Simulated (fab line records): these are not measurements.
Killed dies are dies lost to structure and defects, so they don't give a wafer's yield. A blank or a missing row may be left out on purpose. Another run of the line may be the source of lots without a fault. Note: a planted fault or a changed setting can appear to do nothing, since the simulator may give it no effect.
Matching of chambers -- flow nand harc -- NHARC_A_STAIRCASE_DESCUM_270 on rie diel-02 has 4 sister chambers
The step chemistry O2, time 3 s. 14 wafers are shown with their chamber, then 7 later ones without.

## EACH WAFER AND ITS CHAMBER
wafer,chamber,showerhead plenum p Torr (Torr),oes product au (a.u.),throttle valve pct (%)
L074.2,2,1.88,0.996,11.296
L074.3,3,1.91,0.983,11.305
L074.6,0,2.00,0.992,11.313
L077.1,1,1.76,1.001,11.323
L077.4,2,1.88,1.014,11.303
L077.5,0,1.99,1.013,11.307
L082.1,1,2.07,0.987,11.301
L082.3,2,1.88,0.980,11.300
L082.6,2,1.88,0.989,11.312
L085.3,0,1.98,1.003,11.318
L085.4,1,2.07,0.993,11.331
L085.5,1,2.07,0.998,11.321
L087.1,1,2.07,0.983,11.312
L087.5,3,1.89,0.986,11.313

SIGNATURES (averages over the wafers above)
reading,chamber 0,chamber 1,chamber 2,chamber 3,scatter within a chamber
showerhead plenum p Torr,1.9900,2.0080,1.8800,1.9000,0.0879
oes product au,1.00267,0.99240,0.99475,0.98450,0.0103
throttle valve pct,11.31267,11.31760,11.30275,11.30900,0.00871
Rule: for each reading, subtract the chamber's mean from the wafer's reading, divide by that reading's scatter and square the result; add these up over the readings and take the root, which gives the wafer's distance from the chamber. The wafer belongs to the nearest chamber; if the next one is less than 2 further off, it can't be placed. The scatter: take each reading less its chamber's mean, square it, sum over the shown wafers, divide by the number of wafers less the number of chambers, and take the root.

## WAFERS WHOSE CHAMBER IS MISSING
wafer,showerhead plenum p Torr (Torr),oes product au (a.u.),throttle valve pct (%)
L087.6,2.07,0.983,11.307
L090.1,2.06,0.992,11.316
L090.4,2.06,0.989,11.305
L090.5,1.86,0.997,11.316
L097.1,1.86,0.993,11.308
L097.2,2.05,0.988,11.308
L097.3,1.97,1.004,11.316

## EACH ONE'S CHAMBER
wafer,from the rows above,in truth
L087.6,can't be placed: 1 or 3 or 0 or 2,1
L090.1,can't be placed: 1 or 0 or 3 or 2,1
L090.4,can't be placed: 1 or 0 or 3 or 2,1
L090.5,can't be placed: 3 or 2 or 0 or 1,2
L097.1,can't be placed: 2 or 3 or 0 or 1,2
L097.2,can't be placed: 1 or 0 or 3 or 2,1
L097.3,can't be placed: 0 or 1 or 2 or 3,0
Correct placement for 0 of the 7. These rows do not allow placing 7 (true chamber among the candidates in 7). Number placed wrongly: 0.
